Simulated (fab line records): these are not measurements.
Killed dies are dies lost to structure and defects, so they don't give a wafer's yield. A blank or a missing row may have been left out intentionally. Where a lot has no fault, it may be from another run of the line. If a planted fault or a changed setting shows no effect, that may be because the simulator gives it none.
Which of the tools did it? + flow n5-finfet + at 1 step of a route of 1938, 24 lots with 72 wafers sampled

== WHAT THE GAUGES READ, wafer by wafer ==
N5_MOL_CONTACT_COAG_CD_MEAS_40 targets a cd of 25.1 nm.
| lot  | measured     | on        | cd-nm (nm)        |
|------|--------------|-----------|-------------------|
| L074 | day 5 10:04  | cd-sem-02 | 25.08 25.25 25.39 |
| L075 | day 5 13:50  | cd-sem-02 | 25.01 24.90 25.10 |
| L076 | day 5 18:25  | cd-sem-02 | 25.30 25.49 24.95 |
| L077 | day 6 03:23  | cd-sem-02 | 24.91 25.49 25.30 |
| L078 | day 6 07:47  | cd-sem-03 | 25.81 25.36 25.28 |
| L079 | day 6 11:39  | cd-sem-03 | 25.22 25.16 25.01 |
| L080 | day 6 14:47  | cd-sem-03 | 25.42 25.24 25.19 |
| L081 | day 6 23:49  | cd-sem-03 | 25.60 25.04 25.16 |
| L082 | day 7 06:28  | cd-sem-01 | 25.10 25.50 25.55 |
| L083 | day 7 14:08  | cd-sem-01 | 25.19 24.61 24.76 |
| L084 | day 7 14:57  | cd-sem-02 | 25.25 25.27 25.45 |
| L085 | day 8 06:20  | cd-sem-01 | 24.63 24.82 25.17 |
| L086 | day 8 08:27  | cd-sem-02 | 24.97 25.42 25.40 |
| L087 | day 8 13:31  | cd-sem-02 | 25.22 25.07 25.24 |
| L088 | day 8 19:27  | cd-sem-01 | 25.18 25.59 25.16 |
| L089 | day 8 21:31  | cd-sem-03 | 25.08 25.29 24.94 |
| L090 | day 9 04:37  | cd-sem-02 | 24.85 24.98 25.28 |
| L091 | day 9 07:29  | cd-sem-03 | 25.02 25.21 24.99 |
| L092 | day 9 21:28  | cd-sem-03 | 25.18 25.44 24.91 |
| L093 | day 9 23:46  | cd-sem-03 | 25.00 25.12 25.31 |
| L094 | day 10 04:34 | cd-sem-03 | 24.96 25.29 25.10 |
| L095 | day 10 17:16 | cd-sem-02 | 25.16 25.30 24.97 |
| L096 | day 10 20:37 | cd-sem-02 | 24.52 24.87 25.12 |
| L097 | day 10 21:17 | cd-sem-01 | 25.00 24.87 24.90 |

== WHAT TOOL EACH LOT RAN ON (gives the tool, then ch and the chambers of the sampled wafers, and finally the start) ==
The record shows no process step preceding these readings.

== AS READ BY THE TOOLS THEMSELVES (means over the sampled wafers that have a number; for cases with no such wafer, the mark the record gives instead) ==
The record holds no such reading with a usual standard deviation.

== THE ANSWER, worked out from the rows above alone ==
Rule: the usual values come from the lots themselves. Put in order of their means at a reading, lots are off if they are a third of the lots or fewer, leave a main group of 4 or more, and stand apart from it by a gap of 3 or more times the standard deviation of the main group's means; of several such gaps the widest counts. A main group whose means are all the same, to the digits that the tables above print for the reading, isn't used. A lot without any number at a reading at which 4 lots or more have one is off too. Any other lot the step has rows for is counted as sound. The gauges are gone through in route order, then the tools' own readings, and for those a lot's mean is taken as printed above. At the first step where some lot is off, the reading lying furthest off is the one used; lots without a number count as furthest.
None of the lots is off at any reading shown; this tells nothing.

== WHAT THE SIMULATOR PUT IN ==
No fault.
